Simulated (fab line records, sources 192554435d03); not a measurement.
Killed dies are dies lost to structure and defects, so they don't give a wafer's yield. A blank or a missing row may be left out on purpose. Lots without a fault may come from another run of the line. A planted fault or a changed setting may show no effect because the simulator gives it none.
Chamber matching | flow n5_finfet | N5_BEOL_M11_ALD_74 on ald_metal-04: 4 sister chambers
The step deposits TaN, target thk 2 nm, pulse time 2 s, purge time 3 s. 8 wafers are shown with their chamber, then 8 later ones without.

WAFERS WITH THEIR CHAMBER
wafer  | chamber | heater_power_w (W) | mfc_carrier_sccm (sccm)
L078.2 | 3       | 417                | 1500
L077.1 | 0       | 405                | 1498
L077.2 | 2       | 422                | 1497
L077.5 | 0       | 398                | 1495
L083.1 | 2       | 420                | 1498
L083.2 | 1       | 364                | 1503
L083.5 | 1       | 359                | 1503
L079.1 | 3       | 436                | 1506

WAFERS WITHOUT THEIR CHAMBER
wafer  | heater_power_w (W) | mfc_carrier_sccm (sccm)
L079.2 | 412                | 1509
L079.3 | 398                | 1497
L089.1 | 367                | 1501
L089.3 | 416                | 1504
L089.5 | 404                | 1502
L094.1 | 354                | 1501
L094.2 | 424                | 1499
L094.5 | 403                | 1499

WHICH CHAMBER EACH WENT THROUGH
wafer  | from the rows above          | in truth
L079.2 | can't be placed: 3 or 2      | 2
L079.3 | 0                            | 0
L089.1 | 1                            | 1
L089.3 | can't be placed: 3 or 2      | 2
L089.5 | can't be placed: 0 or 2 or 3 | 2
L094.1 | 1                            | 1
L094.2 | can't be placed: 2 or 3      | 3
L094.5 | can't be placed: 0 or 2      | 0
Placed correctly: 3 of 8. Can't be placed from these rows: 5 (the true chamber is among the candidates in 5). Placed wrongly: 0.
How it was worked out, from the rows above alone: a wafer's distance from a chamber is the root of the sum, over the readings, of the square of ((its reading less the chamber's mean) divided by the reading's scatter). The wafer belongs to the nearest chamber; if the next one is less than 2 further off, it can't be placed. A chamber's mean is the mean of its shown wafers. The scatter: the root of (the sum of the squares of (reading less its chamber's mean) over the shown wafers, divided by (wafers less chambers)).
